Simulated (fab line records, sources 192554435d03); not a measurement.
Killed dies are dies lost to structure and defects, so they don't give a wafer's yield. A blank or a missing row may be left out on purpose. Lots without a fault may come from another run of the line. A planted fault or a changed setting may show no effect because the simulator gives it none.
Split-lot experiment | flow n5_finfet | 7 lots, 39 wafers read, on a route of 1938 steps

THE SPLIT
At N5_SD_EPI_N_LINER_46 (material SiNx, target thk 3 nm), the setting target_thk_a was moved away from the recipe's 30 angstrom on 15 of the 39 wafers read, by -13.5% to +12.3%. The other wafers ran this setting at the recipe's value.

The reading is taken at the split's own step.

THE READING
SiNx_of_SD_EPI_N_LINER_46.thk_nm (the simulator's own value, which no gauge read), in nm, at N5_SD_EPI_N_LINER_46 (material SiNx, target thk 3 nm). The file gives no usual value for it.

wafer  | tool, chamber at the split | target_thk_a as run, angstrom | against the recipe | SiNx_of_SD_EPI_N_LINER_46.thk_nm, nm | against lot-mates on the recipe
L075.1 | ald_sin-03, 0,1,0          | 30                            | recipe             | 3                                    | -
L075.3 | ald_sin-03, 0,1,0          | 30                            | recipe             | 3                                    | -
L075.5 | ald_sin-03, 0,1,0          | 30                            | recipe             | 3                                    | -
L077.1 | ald_sin-04, 1,2,2          | 32.26                         | +7.5%              | 3.2                                  | +0.2
L077.2 | ald_sin-04, 1,2,2          | 32.26                         | +7.5%              | 3.2                                  | +0.2
L077.5 | ald_sin-04, 1,2,2          | 32.26                         | +7.5%              | 3.2                                  | +0.2
L077.3 | ald_sin-04, 3,0,3          | 30                            | recipe             | 3                                    | -
L077.4 | ald_sin-04, 3,0,3          | 30                            | recipe             | 3                                    | -
L077.6 | ald_sin-04, 3,0,3          | 30                            | recipe             | 3                                    | -
L089.1 | ald_sin-04, 1,0,2,3,3,0    | 30                            | recipe             | 3                                    | -
L089.2 | ald_sin-04, 1,0,2,3,3,0    | 30                            | recipe             | 3                                    | -
L089.3 | ald_sin-04, 1,0,2,3,3,0    | 30                            | recipe             | 3                                    | -
L089.4 | ald_sin-04, 1,0,2,3,3,0    | 30                            | recipe             | 3                                    | -
L089.5 | ald_sin-04, 1,0,2,3,3,0    | 30                            | recipe             | 3                                    | -
L089.6 | ald_sin-04, 1,0,2,3,3,0    | 30                            | recipe             | 3                                    | -
L094.1 | ald_sin-03, 2,1,1          | 33.68                         | +12.3%             | 3.4                                  | +0.4
L094.2 | ald_sin-03, 2,1,1          | 33.68                         | +12.3%             | 3.4                                  | +0.4
L094.5 | ald_sin-03, 2,1,1          | 33.68                         | +12.3%             | 3.4                                  | +0.4
L094.3 | ald_sin-03, 0,3,0          | 30                            | recipe             | 3                                    | -
L094.4 | ald_sin-03, 0,3,0          | 30                            | recipe             | 3                                    | -
L094.6 | ald_sin-03, 0,3,0          | 30                            | recipe             | 3                                    | -
L095.1 | ald_sin-04, 3,2,3          | 25.94                         | -13.5%             | 2.6                                  | -0.4
L095.4 | ald_sin-04, 3,2,3          | 25.94                         | -13.5%             | 2.6                                  | -0.4
L095.5 | ald_sin-04, 3,2,3          | 25.94                         | -13.5%             | 2.6                                  | -0.4
L095.2 | ald_sin-04, 1,0,2          | 30                            | recipe             | 3                                    | -
L095.3 | ald_sin-04, 1,0,2          | 30                            | recipe             | 3                                    | -
L095.6 | ald_sin-04, 1,0,2          | 30                            | recipe             | 3                                    | -
L096.1 | ald_sin-04, 2,1            | 33.17                         | +10.6%             | 3.4                                  | +0.4
L096.2 | ald_sin-04, 2,1            | 33.17                         | +10.6%             | 3.4                                  | +0.4
L096.3 | ald_sin-04, 3,0,3          | 30                            | recipe             | 3                                    | -
L096.4 | ald_sin-04, 3,0,3          | 30                            | recipe             | 3                                    | -
L096.6 | ald_sin-04, 3,0,3          | 30                            | recipe             | 3                                    | -
L096.5 | ald_sin-04, 0              | 33.17                         | +10.6%             | 3.2                                  | +0.2
L097.1 | ald_sin-04, 0,1,2          | 31.2                          | +4.0%              | 3.2                                  | +0.2
L097.4 | ald_sin-04, 0,1,2          | 31.2                          | +4.0%              | 3.2                                  | +0.2
L097.5 | ald_sin-04, 0,1,2          | 31.2                          | +4.0%              | 3.2                                  | +0.2
L097.2 | ald_sin-04, 3,2,3          | 30                            | recipe             | 3                                    | -
L097.3 | ald_sin-04, 3,2,3          | 30                            | recipe             | 3                                    | -
L097.6 | ald_sin-04, 3,2,3          | 30                            | recipe             | 3                                    | -
Where a row lists several chambers, the file gives one row for several wafers and doesn't say which wafer went through which chamber.

THE FIT
A straight line over all 39 wafers: SiNx_of_SD_EPI_N_LINER_46.thk_nm changes by +0.0309 nm for each +1% of target_thk_a; r = +0.98; the points scatter about the line by 0.036 nm.
The same after taking each lot's own level away (the mean of its wafers on the recipe; 39 wafers): +0.0309 nm for each +1%; r = +0.98; scatter 0.036 nm.
On that fit, the largest move of target_thk_a shifts the reading by 0.42 nm.
The lots' own levels span 3.00 to 3.00 nm.
So the lot-to-lot level changes the slope little: the two slopes agree.
Check: with one of the wafers moved furthest among these (-13.5%) left out of the fit, the line predicts -0.414 nm for it against its lot-mates. It came out at -0.4 nm against them.

OTHER SPLITS ON THESE WAFERS
These wafers also went through other splits before the reading. Each is held against what the fit with the lots' levels taken away leaves over:
other split on the same wafers    | wafers away from the commonest value | r with SiNx_of_SD_EPI_N_LINER_46.thk_nm (lot level and that fit taken away)
N5_WELL_APT_EXPOSE_22 dose_mj     | 15                                   | -0.19
N5_FIN_SAQP_SPACER1_ALD_24 temp_c | 12                                   | -0.04
N5_FIN_CUT_CUT_ETCH_26 time_s     | 12                                   | -0.04
N5_FIN_CUT_CUT_ETCH_15 time_s     | 12                                   | -0.08

THE FILE'S OWN FIT
SiNx_of_SD_EPI_N_LINER_46.thk_nm changes by +0.0312 nm for each +1% of target_thk_a, r = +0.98.
